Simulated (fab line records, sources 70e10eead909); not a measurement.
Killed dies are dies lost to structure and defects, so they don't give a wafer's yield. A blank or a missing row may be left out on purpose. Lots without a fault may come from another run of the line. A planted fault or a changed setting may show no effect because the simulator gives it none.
Chamber matching | flow nand_harc | NHARC_P_CONTACT_CMP_24 on cmp-04: 4 sister chambers
The step polishes, t overpolish 30 s, target thk 200 nm. 8 wafers are shown with their chamber, then 7 later ones without.

WAFERS WITH THEIR CHAMBER
wafer  | chamber | motor_current_A (A) | time_to_endpoint_s (s)
L079.4 | 3       | 11.4                | 38.9
L091.1 | 0       | 14.5                | 37.7
L091.2 | 1       | 11.0                | 38.7
L092.1 | 3       | 12.0                | 39.4
L092.3 | 1       | 11.2                | 37.9
L092.5 | 2       | 13.9                | 39.2
L094.1 | 0       | 12.2                | 42.0
L094.2 | 2       | 13.0                | 39.7

WAFERS WITHOUT THEIR CHAMBER
wafer  | motor_current_A (A) | time_to_endpoint_s (s)
L094.3 | 12.1                | 41.6
L095.1 | 10.9                | 39.8
L095.4 | 13.4                | 40.2
L095.6 | 11.3                | 40.0
L097.2 | 13.6                | 35.0
L097.3 | 10.7                | 33.4
L097.5 | 14.5                | 35.2

WHICH CHAMBER EACH WENT THROUGH
wafer  | from the rows above               | in truth
L094.3 | can't be placed: 3 or 0 or 2 or 1 | 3
L095.1 | can't be placed: 3 or 1 or 0 or 2 | 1
L095.4 | can't be placed: 0 or 2 or 3      | 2
L095.6 | can't be placed: 3 or 1 or 0 or 2 | 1
L097.2 | can't be placed: 2 or 0 or 3 or 1 | 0
L097.3 | can't be placed: 1 or 3 or 2 or 0 | 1
L097.5 | can't be placed: 2 or 0 or 3 or 1 | 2
Placed correctly: 0 of 7. Can't be placed from these rows: 7 (the true chamber is among the candidates in 7). Placed wrongly: 0.
How it was worked out, from the rows above alone: a wafer's distance from a chamber is the root of the sum, over the readings, of the square of ((its reading less the chamber's mean) divided by the reading's scatter). The wafer belongs to the nearest chamber; if the next one is less than 2 further off, it can't be placed. A chamber's mean is the mean of its shown wafers. The scatter: the root of (the sum of the squares of (reading less its chamber's mean) over the shown wafers, divided by (wafers less chambers)).
